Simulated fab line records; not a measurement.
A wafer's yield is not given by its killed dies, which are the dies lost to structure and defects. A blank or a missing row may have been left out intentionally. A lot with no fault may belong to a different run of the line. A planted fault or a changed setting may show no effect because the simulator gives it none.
Which of the tools did it?	flow nand harc	Sampling: 22 lots, 66 wafers, 6 of 1302 route steps

WHAT THE GAUGES READ, wafer by wafer
No reading from a measuring or inspecting step in the record can be judged against a usual standard deviation.

TOOL THAT RAN EACH LOT (tool first, then ch and the chambers of the sampled wafers, then the start)
lot	NHARC_A_STAIRCASE_TRIM_226	NHARC_A_STAIRCASE_TRIM_229	NHARC_A_STAIRCASE_ETCH_230	NHARC_A_STAIRCASE_ETCH_271	NHARC_A_STAIRCASE_HM_OPEN_457	NHARC_A_STAIRCASE_DEP_301
L074	rie diel-05 ch 0,2, day 16 08:02 or earlier	rie diel-05 ch 1,2,3, day 16 08:02	rie diel-05 ch 1,2, day 16 16:50 or earlier	rie diel-10 ch 1,2,3, day 16 16:50	rie diel-10 ch 0,1, day 17 02:57 or earlier	pecvd-01 ch 0,1,2, day 17 02:57
L075	rie diel-10 ch 0,2,3, day 16 08:05 or earlier	rie diel-10 ch 1,2,3, day 16 08:05	rie diel-10 ch 1,3, day 16 17:32 or earlier	rie diel-01 ch 0,1,3, day 16 17:32	rie diel-01 ch 0,1,3, day 17 04:32 or earlier	pecvd-04 ch 0,1,2, day 17 04:32
L076	rie diel-10 ch 0,1,3, day 16 20:49 or earlier	rie diel-01 ch 1,2,3, day 16 20:49	rie diel-01 ch 0,1,2, day 17 03:50 or earlier	rie diel-05 ch 0,2,3, day 17 03:50	rie diel-05 ch 1,2,3, day 17 18:47 or earlier	pecvd-01 ch 0,1,2, day 17 18:47
L077	rie diel-10 ch 0,3, day 17 07:17 or earlier	rie diel-01 ch 0,3, day 17 07:17	rie diel-01 ch 0,1,3, day 17 13:56 or earlier	rie diel-01 ch 0,2,3, day 17 13:56	rie diel-01 ch 1,2,3, day 18 06:38 or earlier	pecvd-04 ch 0,2, day 18 06:38
L078	rie diel-05 ch 2,3, day 17 19:49 or earlier	rie diel-05 ch 0,1,3, day 17 19:49	rie diel-05 ch 2,3, day 18 06:40 or earlier	rie diel-10 ch 1,2,3, day 18 06:40	rie diel-10 ch 1,2,3, day 18 16:50 or earlier	pecvd-01 ch 0,1,2, day 18 16:50
L079	rie diel-01 ch 0,1, day 17 20:06 or earlier	rie diel-01 ch 0,3, day 17 20:06	rie diel-01 ch 1,2, day 18 07:10 or earlier	rie diel-01 ch 0,1,3, day 18 07:10	rie diel-01 ch 0,1,2, day 18 17:47 or earlier	pecvd-01 ch 0,1,2, day 18 17:47
L080	rie diel-05 ch 1,3, day 18 12:46 or earlier	rie diel-05 ch 0,2,3, day 18 12:46	rie diel-05 ch 0,1,2, day 18 20:41 or earlier	rie diel-05 ch 0,2, day 18 20:41	rie diel-05 ch 0,2,3, day 19 15:38 or earlier	pecvd-02 ch 1,2, day 19 15:38
L081	rie diel-05 ch 0,1,3, day 18 17:38 or earlier	rie diel-01 ch 0,2,3, day 18 17:38	rie diel-01 ch 0,3, day 19 05:28 or earlier	rie diel-10 ch 0,2,3, day 19 05:28	rie diel-10 ch 0,2,3, day 19 16:23 or earlier	pecvd-02 ch 0,1, day 19 16:23
L082	rie diel-10 ch 1,2,3, day 19 15:17 or earlier	rie diel-05 ch 0,1,2, day 19 15:17	rie diel-05 ch 1,2,3, day 19 21:47 or earlier	rie diel-10 ch 0,1,2, day 19 21:47	rie diel-10 ch 0,1,2, day 20 10:59 or earlier	pecvd-02 ch 1,2, day 20 10:59
L083	rie diel-05 ch 0,1,3, day 19 21:46 or earlier	rie diel-01 ch 1,2, day 19 21:46	rie diel-01 ch 0,2,3, day 20 08:02 or earlier	rie diel-10 ch 0,1,2, day 20 08:02	rie diel-10 ch 0,1,3, day 20 22:42 or earlier	pecvd-04 ch 0,2, day 20 22:42
L084	rie diel-01 ch 0,2, day 20 14:22 or earlier	rie diel-05 ch 0,2,3, day 20 14:22	rie diel-05 ch 0,2, day 20 22:22 or earlier	rie diel-05 ch 0,3, day 20 22:22	rie diel-05 ch 2,3, day 21 08:52 or earlier	pecvd-04 ch 0,1, day 21 08:52
L086	rie diel-05 ch 0,2,3, day 20 18:04 or earlier	rie diel-01 ch 0,2,3, day 20 18:04	rie diel-01 ch 0,1,2, day 21 00:37 or earlier	rie diel-01 ch 0,1,2, day 21 00:37	rie diel-01 ch 0,1,2, day 21 20:23 or earlier	pecvd-02 ch 0,1,2, day 21 20:23
L087	rie diel-01 ch 0,1,3, day 21 07:10 or earlier	rie diel-05 ch 0,1, day 21 07:10	rie diel-05 ch 0,1,3, day 21 20:30 or earlier	rie diel-01 ch 0,1, day 21 20:30	rie diel-01 ch 1,2,3, day 22 06:46 or earlier	pecvd-04 ch 0,1,2, day 22 06:46
L089	rie diel-10 ch 2,3, day 22 00:31 or earlier	rie diel-01 ch 1,2, day 22 00:31	rie diel-01 ch 1,2, day 22 07:02 or earlier	rie diel-05 ch 0,1,3, day 22 07:02	rie diel-05 ch 0,1,3, day 22 19:36 or earlier	pecvd-02 ch 1,2, day 22 19:36
L088	rie diel-05 ch 0,2,3, day 22 06:26 or earlier	rie diel-10 ch 1,2,3, day 22 06:26	rie diel-10 ch 0,1,2, day 22 14:10 or earlier	rie diel-05 ch 0,1,2, day 22 14:10	rie diel-05 ch 0,1,2, day 23 00:51 or earlier	pecvd-04 ch 0,1,2, day 23 00:51
L091	rie diel-10 ch 1,2, day 23 03:29 or earlier	rie diel-01 ch 1,2,3, day 23 03:29	rie diel-01 ch 0,2, day 23 10:28 or earlier	rie diel-05 ch 0,1,3, day 23 10:28	rie diel-05 ch 0,2,3, day 23 20:22 or earlier	pecvd-01 ch 0,2, day 23 20:22
L090	rie diel-01 ch 0,2, day 23 03:56 or earlier	rie diel-05 ch 1,2, day 23 03:56	rie diel-05 ch 0,1,2, day 23 10:26 or earlier	rie diel-10 ch 0,1,2, day 23 10:26	rie diel-10 ch 1,2,3, day 24 00:22 or earlier	pecvd-02 ch 0,1,2, day 24 00:22
L095	rie diel-05 ch 0,1,3, day 24 11:18 or earlier	rie diel-05 ch 0,2,3, day 24 11:18	rie diel-05 ch 1,2, day 24 20:55 or earlier	rie diel-01 ch 0,2, day 24 20:55	rie diel-01 ch 0,2,3, day 25 08:40 or earlier	pecvd-04 ch 0,1,2, day 25 08:40
L094	rie diel-05 ch 2,3, day 24 14:28 or earlier	rie diel-05 ch 2,3, day 24 14:28	rie diel-05 ch 0,3, day 24 22:28 or earlier	rie diel-10 ch 1,3, day 24 22:28	rie diel-10 ch 0,1, day 25 10:07 or earlier	pecvd-02 ch 0,1,2, day 25 10:07
L093	rie diel-01 ch 0,1,2, day 24 17:09 or earlier	rie diel-05 ch 1,2,3, day 24 17:09	rie diel-05 ch 2,3, day 24 23:45 or earlier	rie diel-01 ch 0,1,2, day 24 23:45	rie diel-01 ch 0,1, day 25 10:31 or earlier	pecvd-01 ch 0,1,2, day 25 10:31
L096	rie diel-05 ch 1,2,3, day 24 17:13 or earlier	rie diel-01 ch 0,3, day 24 17:13	rie diel-01 ch 0,1, day 25 00:43 or earlier	rie diel-10 ch 1,2,3, day 25 00:43	rie diel-10 ch 1,3, day 25 12:03 or earlier	pecvd-02 ch 0,1,2, day 25 12:03
L097	rie diel-01 ch 0,1,2, day 26 01:16 or earlier	rie diel-01 ch 0,2,3, day 26 01:16	rie diel-01 ch 0,1,3, day 26 09:35 or earlier	rie diel-01 ch 1,2,3, day 26 09:35	rie diel-01 ch 0,2,3, day 27 01:28 or earlier	pecvd-01 ch 1,2, day 27 01:28
- NHARC_A_STAIRCASE_TRIM_226: chemistry O2, time 211.2 s.
- NHARC_A_STAIRCASE_TRIM_229: chemistry O2, time 211.2 s.
- NHARC_A_STAIRCASE_ETCH_230: etches the open film in C4F8/O2, target depth 100 nm, time 40.5 s.
- NHARC_A_STAIRCASE_ETCH_271: etches the open film in CF4/CHF3.
- NHARC_A_STAIRCASE_HM_OPEN_457: chemistry O2/COS.
- NHARC_A_STAIRCASE_DEP_301: deposits SiON, target thk 30 nm.

WHAT THE TOOLS THEMSELVES READ (means of the sampled wafers that have a number; where no wafer has one, the mark that the record gives instead)
NHARC_A_STAIRCASE_TRIM_226. Usual: drypump motor current A 5.6 A, standard deviation 0.45; oes product au 1.002 a.u., standard deviation 0.0075; rf vpp V 57.9 V, standard deviation 0.88; showerhead plenum p Torr 3.55 Torr, standard deviation 0.13; throttle valve pct 17.036 %, standard deviation 0.0093.
lot	tool	drypump motor current A (A)	oes product au (a.u.)	rf vpp V (V)	showerhead plenum p Torr (Torr)	throttle valve pct (%)	flag
L074	rie diel-05	5.0	1.002	58.2	3.68	17.036	
L075	rie diel-10	5.6	1.010	58.0	3.57	17.034	
L076	rie diel-10	5.7	0.994	58.5	3.53	17.036	
L077	rie diel-10	5.5	1.003	58.2	3.47	17.038	
L078	rie diel-05	5.2	1.006	58.0	3.51	17.040	
L079	rie diel-01	5.7	1.005	58.5	3.64	17.036	
L080	rie diel-05	5.6	1.003	57.9	3.38	17.042	
L081	rie diel-05	5.6	1.001	57.2	3.44	17.031	
L082	rie diel-10	6.1	1.004	58.0	3.57	17.048	
L083	rie diel-05	5.6	1.006	58.2	3.44	17.036	
L084	rie diel-01	5.5	1.008	57.8	3.55	17.029	
L086	rie diel-05	5.2	1.001	58.0	3.56	17.028	
L087	rie diel-01	5.8	1.000	57.5	3.62	17.037	
L089	rie diel-10	5.9	1.004	57.7	3.50	17.031	
L088	rie diel-05	5.1	0.999	58.2	3.56	17.033	
L091	rie diel-10	6.0	0.991	57.4	3.65	17.036	
L090	rie diel-01	5.5	1.006	58.0	3.55	17.035	
L095	rie diel-05	5.6	1.007	57.3	3.42	17.030	
L094	rie diel-05	5.2	0.995	57.9	3.49	17.030	
L093	rie diel-01	5.7	0.995	58.5	3.60	17.044	
L096	rie diel-05	5.4	1.002	57.8	3.46	17.036	
L097	rie diel-01	5.7	0.992	57.9	3.59	17.035	

NHARC_A_STAIRCASE_TRIM_229. Usual: drypump motor current A 5.6 A, standard deviation 0.43; oes product au 1.001 a.u., standard deviation 0.0065; rf vpp V 57.9 V, standard deviation 0.94; showerhead plenum p Torr 3.55 Torr, standard deviation 0.12; throttle valve pct 17.037 %, standard deviation 0.0086.
lot	tool	drypump motor current A (A)	oes product au (a.u.)	rf vpp V (V)	showerhead plenum p Torr (Torr)	throttle valve pct (%)	flag
L074	rie diel-05	5.4	1.002	57.8	3.49	17.043	
L075	rie diel-10	6.1	0.995	58.0	3.59	17.035	
L076	rie diel-01	5.9	0.999	58.3	3.63	17.039	
L077	rie diel-01	5.7	0.999	57.0	3.59	17.035	
L078	rie diel-05	5.6	1.003	57.8	3.45	17.035	
L079	rie diel-01	5.6	1.004	57.4	3.59	17.034	
L080	rie diel-05	5.2	1.005	56.8	3.57	17.036	
L081	rie diel-01	5.7	1.005	57.2	3.57	17.034	
L082	rie diel-05	5.4	1.003	58.0	3.54	17.033	
L083	rie diel-01	5.9	0.998	58.9	3.68	17.040	
L084	rie diel-05	5.2	0.996	57.2	3.56	17.036	
L086	rie diel-01	5.6	1.009	57.3	3.56	17.040	
L087	rie diel-05	5.8	1.001	57.9	3.41	17.036	
L089	rie diel-01	5.9	0.999	59.1	3.66	17.039	
L088	rie diel-10	6.0	1.005	57.9	3.56	17.034	
L091	rie diel-01	5.8	1.010	58.6	3.61	17.032	
L090	rie diel-05	5.7	0.997	58.7	3.44	17.042	
L095	rie diel-05	5.1	1.006	57.6	3.55	17.037	
L094	rie diel-05	5.2	0.994	57.8	3.49	17.044	
L093	rie diel-05	5.5	0.994	58.1	3.46	17.036	
L096	rie diel-01	5.8	0.997	57.8	3.56	17.032	
L097	rie diel-01	5.6	0.999	57.9	3.54	17.042	

NHARC_A_STAIRCASE_ETCH_230. Usual: oes product au 0.953 a.u., standard deviation 0.018; rf vpp V 897 V, standard deviation 4.7.
lot	tool	oes product au (a.u.)	rf vpp V (V)	flag
L074	rie diel-05	0.937	894	
L075	rie diel-10	0.939	894	
L076	rie diel-01	0.973	899	
L077	rie diel-01	0.952	899	
L078	rie diel-05	0.954	895	
L079	rie diel-01	0.949	902	
L080	rie diel-05	0.946	897	
L081	rie diel-01	0.962	898	
L082	rie diel-05	0.966	895	
L083	rie diel-01	0.980	897	
L084	rie diel-05	0.924	899	
L086	rie diel-01	0.927	899	
L087	rie diel-05	0.967	893	
L089	rie diel-01	0.965	901	
L088	rie diel-10	0.969	899	
L091	rie diel-01	0.960	896	
L090	rie diel-05	0.981	896	
L095	rie diel-05	0.943	898	
L094	rie diel-05	0.948	892	
L093	rie diel-05	0.924	898	
L096	rie diel-01	0.965	901	
L097	rie diel-01	0.941	900	

NHARC_A_STAIRCASE_ETCH_271. Usual: chf3 flow sccm 30.01 sccm, standard deviation 0.093; drypump motor current A 5.7 A, standard deviation 0.44; oes product au 0.955 a.u., standard deviation 0.022; rf vpp V 371.2 V, standard deviation 1.9; showerhead plenum p Torr 1.59 Torr, standard deviation 0.053; throttle valve pct 16.801 %, standard deviation 0.0096.
lot	tool	chf3 flow sccm (sccm)	drypump motor current A (A)	oes product au (a.u.)	rf vpp V (V)	showerhead plenum p Torr (Torr)	throttle valve pct (%)	flag
L074	rie diel-10	30.01	6.0	0.920	371.2	1.60	16.802	
L075	rie diel-01	30.01	5.8	0.979	372.4	1.62	16.806	
L076	rie diel-05	30.02	5.2	0.924	371.6	1.59	16.801	
L077	rie diel-01	30.10	5.6	0.970	371.0	1.60	16.809	
L078	rie diel-10	29.96	6.0	0.946	370.9	1.60	16.804	
L079	rie diel-01	29.98	5.8	0.937	372.1	1.62	16.797	
L080	rie diel-05	30.03	5.0	0.955	372.9	1.64	16.792	
L081	rie diel-10	30.01	5.6	0.982	371.5	1.59	16.808	
L082	rie diel-10	30.03	5.7	0.925	372.2	1.62	16.796	
L083	rie diel-10	30.01	5.7	0.939	372.6	1.61	16.808	
L084	rie diel-05	30.07	5.3	0.969	369.8	1.55	16.795	
L086	rie diel-01	29.94	5.7	0.982	371.6	1.61	16.801	
L087	rie diel-01	29.99	5.9	0.923	373.2	1.64	16.800	
L089	rie diel-05	29.96	5.5	0.982	368.7	1.53	16.797	
L088	rie diel-05	29.98	5.4	0.927	370.7	1.58	16.800	
L091	rie diel-05	30.07	5.5	0.927	368.9	1.53	16.797	
L090	rie diel-10	29.94	5.8	0.971	371.4	1.61	16.793	
L095	rie diel-01	29.97	5.5	0.971	371.4	1.58	16.798	
L094	rie diel-10	30.08	6.1	0.971	369.0	1.54	16.810	
L093	rie diel-01	30.03	5.7	0.972	371.3	1.61	16.802	
L096	rie diel-10	30.00	6.0	0.937	370.2	1.58	16.798	
L097	rie diel-01	30.01	5.8	0.966	371.2	1.60	16.795	

NHARC_A_STAIRCASE_HM_OPEN_457. Usual: cos flow sccm 20.01 sccm, standard deviation 0.063; drypump motor current A 5.7 A, standard deviation 0.45; oes product au 1.004 a.u., standard deviation 0.0067; rf vpp V 467.8 V, standard deviation 2.4; showerhead plenum p Torr 3.15 Torr, standard deviation 0.11; throttle valve pct 28.330 %, standard deviation 0.0079.
lot	tool	cos flow sccm (sccm)	drypump motor current A (A)	oes product au (a.u.)	rf vpp V (V)	showerhead plenum p Torr (Torr)	throttle valve pct (%)	flag
L074	rie diel-10	19.98	5.5	1.006	468.5	3.17	28.323	
L075	rie diel-01	19.99	5.8	1.005	469.3	3.23	28.343	
L076	rie diel-05	20.02	5.4	1.002	466.5	3.09	28.329	
L077	rie diel-01	20.08	5.8	0.995	469.8	3.22	28.330	
L078	rie diel-10	20.04	6.0	0.999	467.7	3.17	28.329	
L079	rie diel-01	20.04	5.7	1.000	468.6	3.21	28.325	
L080	rie diel-05	20.03	5.2	1.000	468.1	3.16	28.330	
L081	rie diel-10	20.03	5.6	1.010	467.4	3.15	28.318	
L082	rie diel-10	20.03	5.8	1.008	468.7	3.21	28.330	
L083	rie diel-10	20.02	5.8	1.006	467.0	3.12	28.331	
L084	rie diel-05	20.06	5.2	1.011	467.2	3.10	28.331	
L086	rie diel-01	19.99	5.7	1.007	469.1	3.20	28.329	
L087	rie diel-01	19.97	5.9	1.010	469.2	3.20	28.331	
L089	rie diel-05	19.99	5.6	1.002	465.0	3.04	28.334	
L088	rie diel-05	20.00	5.4	1.003	467.5	3.13	28.325	
L091	rie diel-05	19.99	5.2	0.996	467.7	3.14	28.330	
L090	rie diel-10	19.98	6.1	1.004	467.9	3.15	28.328	
L095	rie diel-01	20.05	5.6	1.000	468.1	3.14	28.323	
L094	rie diel-10	20.04	5.5	1.012	467.6	3.14	28.336	
L093	rie diel-01	19.98	5.9	1.001	469.9	3.24	28.326	
L096	rie diel-10	19.93	6.1	1.013	466.0	3.05	28.325	
L097	rie diel-01	20.01	5.6	0.996	468.0	3.13	28.331	

NHARC_A_STAIRCASE_DEP_301. Usual: heater power outer w 451 W, standard deviation 65; heater power w 740 W, standard deviation 120.
lot	tool	heater power outer w (W)	heater power w (W)	flag
L074	pecvd-01	457	697	
L075	pecvd-04	421	690	
L076	pecvd-01	439	676	
L077	pecvd-04	398	677	
L078	pecvd-01	477	729	
L079	pecvd-01	437	679	
L080	pecvd-02	398	689	
L081	pecvd-02	480	857	
L082	pecvd-02	420	739	
L083	pecvd-04	475	766	
L084	pecvd-04	452	732	
L086	pecvd-02	501	844	
L087	pecvd-04	416	686	
L089	pecvd-02	404	701	
L088	pecvd-04	453	731	
L091	pecvd-01	422	642	
L090	pecvd-02	494	855	
L095	pecvd-04	422	697	
L094	pecvd-02	501	860	
L093	pecvd-01	491	729	
L096	pecvd-02	505	863	
L097	pecvd-01	457	690	

THE ANSWER, worked out from the rows above alone
Rule: take the mean of a lot's wafers that have a number; if it is more than 3 standard deviations from the usual mean, the lot is off. A lot without any number at a reading at which 4 lots or more have one is off too. Where the step has rows for the other lots, those lots are counted as sound. The gauges are gone through in route order, then the tools' own readings, and for those a lot's mean is taken as printed above. The first step at which some lot is off is used, and at that step the reading that is off furthest; a lot without a number counts as furthest.
Nothing can be told from this: no lot is off at any reading shown.

WHAT THE SIMULATOR HAD PUT IN
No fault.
